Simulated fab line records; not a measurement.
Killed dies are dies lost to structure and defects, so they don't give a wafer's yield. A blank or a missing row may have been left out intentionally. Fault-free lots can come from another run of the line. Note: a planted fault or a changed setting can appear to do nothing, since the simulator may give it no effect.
fab line records	flow n5_finfet
[record] lots = 5	wafers = 14	last_day = 19
route steps=1938 shown ZERO_LAYER@13 WELL_APT@20
lots that met no fault: taken from a fault-free run of the same line
start_h: the number of hours between the record's first day and the start of the first shown wafer of the lot	wait_h: hours elapsed since this lot's preceding step	" same as the row above	L1.1+2: one row covering several wafers at once	- value missing, or start not given	* or withheld: withheld	< > ~ a bound
route shown NAME@n: names a module that has steps shown in the file, with the first one's number in the route	usual: average and standard deviation across the fault-free wafers	same: alike in all rows	chamber/n: place in a boat	sites: per-site readings	_std_site: their standard deviation	_edge_site: outer sites' mean less inner sites'	radius_mm: for every site, how far away it sits from the centre of the wafer	mask NAME#n: copy n	behind: the last tool/chamber to shape the wafer	hold: what put the lot on hold/how long, in hours/how the hold closed	device: transistor that didn't switch, given as n, p or np	end of line: at the end of the route, the tests of the same wafers	step lacking rows: just its recipe	killed: the dies lost at the first sort to structure and to defects; this is not the yield of the wafer	map: per-die view of a wafer (x killed, . not killed, _ where there is no die)
set.NAME: the setting as run; set.NAME@STEP: as run at that earlier step	model.NAME: the simulator's own value behind a step, which no gauge read
lots seen at some steps along the route; tables by step, rows by wafer
services: a tool's chamber out of use, with start hour (start_h, from the record's first day; less than 0 if before it), hours out, and reason
[[steps]]
[step N5_ZERO_LAYER_CD_MEAS_11]
[recipe] target_cd_nm = 2000	landing_energy_ev = 500	detector = se_inlens
[usual] cd_nm = 1999.5/1.4
lot.wafer	tool	chamber	start_h	wait_h	cd_nm
L293.1	cd_sem-01	0	48.77	-	2002.6
L293.2	"	0	"	"	2001.7
L293.5	"	0	"	"	1999.6
L294.1	cd_sem-03	0	55.06	-	1999.7
L294.3	"	0	"	"	2000.0
L294.4	"	0	"	"	1998.3
L299.5	cd_sem-01	0	84.77	-	2001.8
L299.6	"	0	"	"	2000.9
L304.1	cd_sem-01	0	114.64	-	1998.1
L304.3	"	0	"	"	2000.8
L304.5	"	0	"	"	1999.6
L310.2	cd_sem-03	0	150.77	-	1999.6
L310.3	"	0	"	"	1999.3
L310.5	"	0	"	"	1999.7
[step N5_ZERO_LAYER_DESCUM_16]
[recipe] chemistry = O2	time_s = 7.9	source_power_w = 50	bias_power_w = 20	pressure_mtorr = 20	rf_frequency_hz = 2.712e+07	temp_c = 40	o2_flow_sccm = 225
[usual] drypump_motor_current_A = 5.3/0.44	oes_product_au = 0.77/0.051	rf_vpp_V = 244.1/1.1	showerhead_plenum_p_Torr = 2.16/0.06	throttle_valve_pct = 20.38/0.22
lot.wafer	tool	chamber	start_h	wait_h	drypump_motor_current_A	oes_product_au	rf_hours_counter_h	rf_vpp_V	showerhead_plenum_p_Torr	throttle_valve_pct
L293.1	rie_diel-01	2	48.81	0.0	5.0	0.79	111	243.7	2.12	20.57
L293.2	"	0	"	"	5.4	0.77	109	243.5	2.20	20.20
L293.5	"	0	"	"	5.5	0.79	-	244.5	2.20	20.19
L294.1	rie_diel-02	3	55.10	0.0	5.5	0.86	44	245.4	2.21	20.08
L294.3	"	1	"	"	5.1	0.80	111	244.9	2.20	20.15
L294.4	"	2	"	"	4.8	0.89	36	244.7	2.22	20.80
L299.5	rie_diel-01	1	84.82	0.0	5.7	0.72	-	244.1	2.16	20.68
L299.6	"	2	"	"	4.9	0.79	-	243.3	2.11	20.59
L304.1	rie_diel-04	0	114.84	0.2	6.1	0.70	227	244.2	2.16	20.73
L304.3	"	1	"	"	6.1	0.70	213	241.0	1.98	20.44
L304.5	"	1	"	"	6.1	0.69	-	241.5	1.98	20.44
L310.2	rie_diel-02	1	151.12	0.3	5.1	0.77	140	244.9	2.19	20.20
L310.3	"	3	"	"	5.5	0.82	73	245.5	2.20	20.13
L310.5	"	2	"	"	4.8	0.85	-	244.4	2.21	20.82
[step N5_ZERO_LAYER_ETCH_17]
[recipe] chemistry = CF4	target = SiO2	target_depth_a = 120	time_s = 13.3	ion_energy_ev = 350	pressure_mtorr = 40	source_w = 450	bias_w = 215	Ar_flow_sccm = 100	cf4_flow_sccm = 100
[usual] drypump_motor_current_A = 5.3/0.44	oes_product_au = 0.77/0.052	rf_vpp_V = 953/3.7	showerhead_plenum_p_Torr = 2.20/0.059	throttle_valve_pct = 15.62/0.2
lot.wafer	tool	chamber	start_h	wait_h	drypump_motor_current_A	oes_product_au	rf_hours_counter_h	rf_vpp_V	showerhead_plenum_p_Torr	throttle_valve_pct
L293.1	rie_diel-01	2	48.84	0.0	5.0	0.81	111	950	2.16	15.71
L293.2	"	0	"	"	5.5	0.79	109	954	2.24	15.41
L293.5	"	0	"	"	5.5	0.79	-	954	2.24	15.40
L294.1	rie_diel-02	3	55.13	0.0	5.5	0.88	44	956	2.26	15.31
L294.3	"	1	"	"	5.0	0.79	111	955	2.25	15.39
L294.4	"	2	"	"	4.8	0.90	36	956	2.27	15.92
L299.5	rie_diel-01	1	84.87	0.0	5.8	0.73	-	952	2.21	15.92
L299.6	"	2	"	"	5.0	0.79	-	950	2.15	15.73
L304.1	rie_diel-04	0	114.87	0.0	6.1	0.70	227	953	2.20	15.94
L304.3	"	1	"	"	6.1	0.69	213	943	2.04	15.77
L304.5	"	1	"	"	6.1	0.69	-	942	2.04	15.72
L310.2	rie_diel-02	1	151.15	0.0	5.0	0.76	140	954	2.24	15.42
L310.3	"	3	"	"	5.5	0.82	73	958	2.25	15.40
L310.5	"	2	"	"	4.8	0.87	-	957	2.26	15.97
[step N5_ZERO_LAYER_ETCH_18]
[recipe] chemistry = HBr/Cl2	target = Si	target_depth_a = 1200	time_s = 40	pressure_mtorr = 10	icp_w = 800	bias_w = 75	HBr_flow_sccm = 150	Cl2_flow_sccm = 80
[usual] drypump_motor_current_A = 5.8/0.4	oes_product_au = 0.999/0.009	throttle_valve_pct = 36.28/0.26
lot.wafer	tool	chamber	start_h	wait_h	drypump_motor_current_A	oes_product_au	rf_hours_counter_h	throttle_valve_pct
L293.1	rie_si-06	1	48.91	0.0	5.9	1.001	16	36.46
L293.2	"	2	"	"	6.1	1.015	130	36.35
L293.5	"	2	"	"	6.1	1.009	-	36.36
L294.1	rie_si-06	2	55.20	0.0	6.1	1.004	130	36.36
L294.3	"	1	"	"	5.8	0.995	16	36.45
L294.4	"	3	"	"	5.1	0.990	75	36.29
L299.5	rie_si-06	0	84.95	0.1	6.5	1.002	-	35.80
L299.6	"	3	"	"	5.1	0.997	-	36.31
L304.1	rie_si-06	3	114.95	0.0	5.1	1.007	75	36.29
L304.3	"	0	"	"	6.5	1.004	54	35.80
L304.5	"	3	"	"	5.1	1.006	-	36.30
L310.2	rie_si-06	1	151.23	0.1	5.9	1.006	18	36.46
L310.3	"	0	"	"	6.5	1.006	54	35.80
L310.5	"	0	"	"	6.5	0.999	-	35.80
[step N5_ZERO_LAYER_STRIP_24]
[recipe] chemistry = O2	power_w = 1000	temp_c = 250	overash_fraction = 0.3	pressure_mtorr = 1000	o2_flow_sccm = 6750
[usual] drypump_motor_current_A = 5.8/0.66	heater_power_w = 330/54	oes_product_au = 0.647/0.0042	strip_time_to_endpoint_s = 43.86/0.1
[same] overash_fraction = 0.3
lot.wafer	tool	chamber	start_h	wait_h	drypump_motor_current_A	heater_power_w	oes_product_au	rf_hours_counter_h	strip_time_to_endpoint_s
L293.1	plasma_asher-02	1	49.02	0.1	6.5	418	0.639	83	43.69
L293.2	"	0	"	"	6.1	274	0.648	83	43.77
L293.5	"	1	"	"	6.5	415	0.650	-	43.75
L294.1	plasma_asher-01	1	55.31	0.1	4.7	346	0.650	30	43.85
L294.3	"	0	"	"	5.8	284	0.643	-	43.89
L294.4	"	1	"	"	4.7	340	0.643	-	43.88
L299.5	plasma_asher-02	0	85.06	0.1	6.1	276	0.654	-	43.90
L299.6	"	1	"	"	6.5	414	0.645	-	44.04
L304.1	plasma_asher-02	0	115.05	0.1	6.1	274	0.642	92	43.86
L304.3	"	0	"	"	6.1	282	0.651	-	43.79
L304.5	"	1	"	"	6.5	409	0.647	-	43.81
L310.2	plasma_asher-02	0	151.33	0.1	6.1	277	0.646	98	43.82
L310.3	"	1	"	"	6.5	415	0.642	-	43.74
L310.5	"	0	"	"	6.1	282	0.650	-	43.75
[step N5_ZERO_LAYER_STRIP_19]
[recipe] chemistry = SPM	time_s = 900	temp_c = 130	h2so4_h2o2_vol_ratio = 4	dry = ipa_marangoni
[step N5_ZERO_LAYER_INSPECT_20]
[recipe] inspect_instrument = darkfield	mode = post_clean
[usual] raw_defect_count = 35/16
lot.wafer	tool	chamber	start_h	wait_h	raw_defect_count
L293.1	defect_inspect-02	-	49.38	0.0	49
L293.2	"	-	"	"	42
L293.5	"	-	"	"	49
L294.1	defect_inspect-02	-	55.67	0.0	26
L294.3	"	-	"	"	14
L294.4	"	-	"	"	18
L299.5	defect_inspect-02	-	85.38	0.0	18
L299.6	"	-	"	"	22
L304.1	defect_inspect-01	-	115.41	0.0	19
L304.3	"	-	"	"	40
L304.5	"	-	"	"	26
L310.2	defect_inspect-01	-	151.70	0.0	88
L310.3	"	-	"	"	49
L310.5	"	-	"	"	79
[step N5_WELL_APT_HMDS_01]
[recipe] time_s = 60	temp_c = 120
[step N5_WELL_APT_COAT_02]
[recipe] spin_rpm = 1357	resist_thk_nm = 950
[step N5_WELL_APT_EBR_04]
[recipe] solvent = PGMEA	ebr_width_mm = 1.5
[step N5_WELL_APT_SOFTBAKE_03]
[recipe] temp_c = 130	time_s = 60
[step N5_WELL_APT_EXPOSE_05]
[recipe] mask_id = NWELL	na = 0.8	source_shape = conventional	sigma_outer = 0.8	polarization = unpolarized	defocus_nm = 0	target_cd_nm = 200	dose_mj = 20.3
[step N5_WELL_APT_PEB_06]
[recipe] peb_temp_c = 130	peb_time_s = 90
[usual] exhaust_pa = 45.1/0.85	heater_power_total_W = 172.5/0.79
lot.wafer	tool	chamber	start_h	wait_h	exhaust_pa	heater_power_total_W
L293.1	litho_track-01	0	49.69	0.1	45.7	173.8
L293.2	"	0	"	"	45.7	172.3
L293.5	"	0	"	"	45.7	173.2
L294.1	litho_track-01	0	55.98	0.1	45.6	173.0
L294.3	"	0	"	"	44.9	173.1
L294.4	"	0	"	"	44.6	173.1
L299.5	litho_track-01	0	85.57	0.0	44.9	170.9
L299.6	"	0	"	"	44.2	177.0
L304.1	litho_track-04	0	115.60	0.1	45.6	172.6
L304.3	"	0	"	"	44.7	172.7
L304.5	"	0	"	"	46.3	172.8
L310.2	litho_track-05	0	152.01	0.0	44.8	172.3
L310.3	"	0	"	"	43.6	173.0
L310.5	"	0	"	"	45.4	171.4
[step N5_WELL_APT_DEVELOP_07]
[recipe] develop_time_s = 45	rinse_liquid = surfactant_rinse	dry = air_spin	dev_temp_c = 21
[step N5_WELL_APT_HARDBAKE_12]
[recipe] temp_c = 130	time_s = 120
[step N5_WELL_APT_CD_MEAS_08]
[recipe] target_cd_nm = 200	landing_energy_ev = 500	detector = se_inlens
[usual] cd_nm = 199.2/1
lot.wafer	tool	chamber	start_h	wait_h	cd_nm
L293.1	cd_sem-02	0	49.81	-	199.8
L293.2	"	0	"	"	198.8
L293.5	"	0	"	"	197.9
L294.1	cd_sem-02	0	56.10	-	201.2
L294.3	"	0	"	"	199.6
L294.4	"	0	"	"	200.6
L299.5	cd_sem-03	0	85.69	-	199.2
L299.6	"	0	"	"	197.9
L304.1	cd_sem-01	0	115.71	-	199.4
L304.3	"	0	"	"	198.8
L304.5	"	0	"	"	199.9
L310.2	cd_sem-01	0	152.13	-	200.2
L310.3	"	0	"	"	199.9
L310.5	"	0	"	"	197.9
[step N5_WELL_APT_OVL_MEAS_09]
[recipe] points_per_wafer = 44
[usual] NWELL_OVL = -2/4.4
lot.wafer	tool	chamber	start_h	wait_h	NWELL_OVL[nm]
L293.1	overlay-01	0	49.84	0.0	3
L293.2	"	0	"	"	6
L293.5	"	0	"	"	-6
L294.1	overlay-02	0	56.13	0.0	-3
L294.3	"	0	"	"	-7
L294.4	"	0	"	"	-1
L299.5	overlay-01	0	85.72	0.0	0
L299.6	"	0	"	"	-3
L304.1	overlay-02	0	115.74	0.0	-6
L304.3	"	0	"	"	-3
L304.5	"	0	"	"	-2
L310.2	overlay-01	0	152.15	0.0	-2
L310.3	"	0	"	"	3
L310.5	"	0	"	"	5
[step N5_WELL_APT_INSPECT_10]
[recipe] mode = adi	inspect_instrument = macro
[usual] raw_defect_count = 2.1/1.4
lot.wafer	tool	chamber	start_h	wait_h	raw_defect_count
L293.1	defect_inspect-02	-	49.86	0.0	1
L293.2	"	-	"	"	1
L293.5	"	-	"	"	1
L294.1	defect_inspect-02	-	56.15	0.0	0
L294.3	"	-	"	"	1
L294.4	"	-	"	"	4
L299.5	defect_inspect-02	-	85.75	0.0	1
L299.6	"	-	"	"	3
L304.1	defect_inspect-02	-	115.77	0.0	3
L304.3	"	-	"	"	1
L304.5	"	-	"	"	0
L310.2	defect_inspect-02	-	152.18	0.0	2
L310.3	"	-	"	"	1
L310.5	"	-	"	"	0
[step N5_WELL_APT_DESCUM_13]
[recipe] chemistry = O2	time_s = 7.9	source_power_w = 50	bias_power_w = 20	pressure_mtorr = 20	rf_frequency_hz = 2.712e+07	temp_c = 40	o2_flow_sccm = 225
[usual] drypump_motor_current_A = 5.48/0.22	oes_product_au = 0.79/0.076	rf_vpp_V = 243.2/1.4	showerhead_plenum_p_Torr = 2.10/0.073	throttle_valve_pct = 20.41/0.25
lot.wafer	tool	chamber	start_h	wait_h	drypump_motor_current_A	oes_product_au	rf_hours_counter_h	rf_vpp_V	showerhead_plenum_p_Torr	throttle_valve_pct	model.WELL_APT.cd_nm
L293.1	rie_diel-03	2	49.92	0.1	5.62	0.80	100	240.4	1.93	20.29	200.2
L293.2	"	0	"	"	5.44	0.77	116	245.0	2.11	20.34	199
L293.5	"	2	"	"	5.60	0.79	-	241.0	1.93	20.30	198.1
L294.1	rie_diel-05	1	56.19	0.0	5.52	0.69	210	244.0	2.16	20.66	201.4
L294.3	"	3	"	"	5.61	0.67	243	244.5	2.15	20.55	199.4
L294.4	"	2	"	"	5.91	0.75	152	242.0	2.09	20.23	200.5
L299.5	rie_diel-06	0	86.49	0.7	5.52	0.77	-	242.7	2.01	20.58	199.1
L299.6	"	1	"	"	5.85	0.83	-	243.6	2.12	19.87	197.6
L304.1	rie_diel-03	3	115.94	0.2	5.30	0.90	27	244.6	2.14	20.65	199.5
L304.3	"	1	"	"	5.45	0.94	17	244.0	2.13	19.96	198.8
L304.5	"	3	"	"	5.30	0.90	-	243.6	2.14	20.64	200
L310.2	rie_diel-06	0	152.21	0.0	5.53	0.77	172	241.5	2.00	20.62	200.2
L310.3	"	3	"	"	5.31	0.82	118	244.0	2.11	20.53	199.9
L310.5	"	3	"	"	5.31	0.80	-	242.7	2.11	20.54	198.5
[step N5_WELL_APT_IMPLANT_14]
[recipe] species = P	energy_kev = 160	dose_cm2 = 1.5e+13	tilt_deg = 0	rotation_deg = 0
[[services]]
tool	chamber	start_h	hours	kind
rie_diel-05	-	24.93	0.3	repair
rie_diel-03	3	29.95	-	clean
rie_diel-03	3	29.95	-	consumable_replace:focus_ring
rie_diel-03	3	29.95	19.5	scheduled_down
rie_diel-03	3	29.95	19.5	vent_cycle
rie_diel-03	2	30.72	2.5	repair
plasma_asher-02	-	35.85	2.8	pm
rie_si-06	0	36.93	2.3	repair
rie_diel-04	3	40.64	4.0	repair
rie_diel-03	1	49.50	-	clean
rie_diel-03	1	49.50	-	consumable_replace:focus_ring
rie_diel-03	1	49.50	19.6	scheduled_down
rie_diel-03	1	49.50	19.6	vent_cycle
rie_diel-03	2	52.97	7.7	repair
litho_track-01	-	56.66	-	consumable_replace:filter
plasma_asher-02	-	60.41	7.1	repair
rie_diel-05	3	74.42	-	clean
rie_diel-05	3	74.42	-	consumable_replace:focus_ring
rie_diel-05	3	74.42	15.5	scheduled_down
rie_diel-05	3	74.42	15.5	vent_cycle
rie_diel-04	3	87.56	2.5	repair
rie_diel-02	0	100.91	6.0	repair
rie_diel-06	1	110.57	8.0	repair
rie_diel-02	2	137.47	6.3	repair
[[key]]
[first_sign] step = N5_WELL_APT_PEB_06	reading = heater_power_total_W	direction = up	sigmas = 5.7	usual = *	struck = *
effect none on later readings
[model_effect] step = N5_WELL_APT_DESCUM_13	value = WELL_APT.cd_nm	without = 199.4	struck = 197.6
met_at N5_WELL_APT_PEB_06
struck_wafers L299.6
tester_left_out L299
onset_between 55.98 85.57
[fault] kind = process_parameter_drift	tool = litho_track-01	chamber = -	onset_h = 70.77	steps = N5_WELL_APT_PEB_06	channel = peb_time_s	offset = *	shape = step	end_h = 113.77	scope = struck_wafers_only	acts_in = *	stated = *
// tester_left_out: of these lots the tester's yield and bins aren't shown, on N5 and GAA mostly nor the transistor test; their killed dies are dies lost to structure and defects alone, not to doping, threshold or leakage, so they don't give the yield
